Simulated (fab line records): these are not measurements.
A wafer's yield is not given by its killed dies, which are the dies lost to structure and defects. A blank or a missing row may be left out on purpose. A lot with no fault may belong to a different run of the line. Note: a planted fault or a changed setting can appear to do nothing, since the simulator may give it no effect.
Chamber matching	flow nand harc	NHARC_A_STAIRCASE_DEP_471 on pecvd-03: 3 sister chambers
The step deposits SiO2, target thk 100 nm. 3 wafers are shown with their chamber, then 9 later ones without.

## WAFERS WITH THEIR CHAMBER
wafer	chamber	throttle valve pct (%)
L082.1	2	14.9
L082.2	1	15.5
L082.3	0	16.2

## WAFERS WHOSE CHAMBER IS MISSING
wafer	throttle valve pct (%)
L090.1	15.2
L090.3	15.4
L090.6	15.7
L092.2	15.5
L092.3	16.4
L092.4	15.5
L096.1	15.7
L096.2	16.4
L096.5	15.5

## EACH ONE'S CHAMBER
wafer	from the rows above	in truth
L090.1	can't be placed: 2 or 1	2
L090.3	1	1
L090.6	can't be placed: 1 or 0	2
L092.2	1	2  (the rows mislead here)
L092.3	0	0
L092.4	1	1
L096.1	can't be placed: 1 or 0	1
L096.2	0	0
L096.5	1	1
5 of 9 placed correctly. Not placeable from these rows: 3 (in 2, the candidates include the true chamber). Wrongly placed: 1.
How it was worked out, from the rows above alone: a wafer's distance from a chamber is the root of the sum, over the readings, of the square of ((its reading less the chamber's mean) divided by the reading's scatter). The wafer belongs to the nearest chamber; if the next one is less than 2 further off, it can't be placed. For every chamber, the mean is computed from those of its wafers that are shown. The scatter: root of mean squared gap, hidden wafer to nearest shown wafer, with one shown wafer a chamber.
